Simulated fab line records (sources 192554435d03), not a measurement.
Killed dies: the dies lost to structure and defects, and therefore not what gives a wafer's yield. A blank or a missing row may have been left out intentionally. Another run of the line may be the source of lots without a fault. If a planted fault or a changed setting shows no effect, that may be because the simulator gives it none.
A single fault, viewed from 2 desks | flow n5Finfet | each desk has only its own numbers; what lay behind them comes last

THE METROLOGY DESK
What the gauges read for every lot (on any tool): the sampled wafers with a number, averaged. If a lot's mean is further than 4 standard deviations from the usual mean, the lot is out of limits and carries the mark OUT (the distance appears in the brackets). Of its 10 readings 7 are shown: those that lie furthest out on some lot.
Columns: A = DIBL_N at N5_BEOL_M4_RC_MEAS_101, usual 35.8 mV/V; B = DIBL_P at N5_BEOL_M4_RC_MEAS_101, usual 35.8 mV/V; C = ION_N at N5_BEOL_M4_RC_MEAS_101, usual 673 uA/um; D = ION_P at N5_BEOL_M4_RC_MEAS_101, usual 462 uA/um; E = SS_N at N5_BEOL_M4_RC_MEAS_101, usual 71.4 mV/dec; F = SS_P at N5_BEOL_M4_RC_MEAS_101, usual 73.3 mV/dec; G = VT_N at N5_BEOL_M4_RC_MEAS_101, usual 250.5 mV
lot  | first seen here | A    | B    | C   | D   | E    | F    | G
L387 | day 9 03:01     | 36.9 | 36.5 | 683 | 467 | 71.1 | 73.3 | 249.8
L389 | day 9 04:58     | 36.1 | 38.0 | 677 | 464 | 71.8 | 73.8 | 248.6
L391 | day 9 13:22     | 35.6 | 34.8 | 661 | 462 | 71.5 | 73.2 | 251.5
L394 | day 10 10:56    | 35.8 | 36.3 | 672 | 462 | 71.2 | 73.5 | 249.7
L396 | day 10 19:15    | 36.1 | 34.3 | 679 | 468 | 70.8 | 73.1 | 249.3
L405 | day 13 05:35    | 35.0 | 35.0 | 677 | 465 | 71.4 | 73.4 | 249.2
L404 | day 13 06:08    | 33.2 | 34.1 | 674 | 465 | 71.7 | 73.1 | 251.8
L407 | day 13 09:00    | 35.7 | 36.4 | 681 | 470 | 71.1 | 74.0 | 248.9
L409 | day 14 08:23    | 35.9 | 35.4 | 664 | 458 | 71.2 | 73.1 | 253.0
This desk found nothing out of limits on any of the 9 lots.

TOOL OWNER'S DESK, rieMetal-03
The tool's own readings at N5_MIM_BOT_ETCH_ETCH_00 (etches TiN in Cl2/BCl3, target depth 45.5 nm): means of the sampled wafers that have a number, for each lot that ran on this tool. If a lot's mean is further than 4 standard deviations from the usual mean, the lot is out of limits and carries the mark OUT (the distance appears in the brackets).
Columns: A = drypumpMotorCurrentA at N5_MIM_BOT_ETCH_ETCH_00, usual 5.6 A; B = oes_ar_750_au at N5_MIM_BOT_ETCH_ETCH_00, usual 0.79 a.u.; C = oesProductAu at N5_MIM_BOT_ETCH_ETCH_00, usual 0.79 a.u.; D = rfFwdPowerW at N5_MIM_BOT_ETCH_ETCH_00, usual 993 W; E = throttleValvePct at N5_MIM_BOT_ETCH_ETCH_00, usual 21.96 %
lot  | first seen here | A   | B    | C    | D             | E
L387 | day 12 16:50    | 5.7 | 0.86 | 0.85 | 997           | 21.82
L391 | day 13 12:16    | 6.0 | 0.84 | 0.84 | 992           | 21.78
L394 | day 14 00:07    | 5.7 | 0.70 | 0.76 | 835 (-51) OUT | 21.94
L396 | day 14 13:56    | 5.8 | 0.69 | 0.76 | 834 (-51) OUT | 21.94
This desk finds L394, L396 out of limits, L394 being first, at day 14 00:07 (rfFwdPowerW at N5_MIM_BOT_ETCH_ETCH_00). L387, L391: within limits.

ALL TOGETHER
At day 14 00:07, on L394, L396, the tool owner's desk was in a position to raise an alarm.
Nothing out of limits was seen by the metrology desk.
The metrology desk has L394, L396 on record, within its limits.
All the named lots went through N5_MIM_BOT_ETCH_ETCH_00 on rieMetal-03.

WHAT THE SIMULATOR HAD INSERTED
rieMetal-03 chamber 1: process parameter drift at N5_MIM_BOT_ETCH_ETCH_00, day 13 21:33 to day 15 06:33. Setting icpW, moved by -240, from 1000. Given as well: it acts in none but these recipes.
Struck lots among those shown: L394, L396.
Hours from the fault's start to each desk's first reading out of limits: the tool owner's desk, 3.
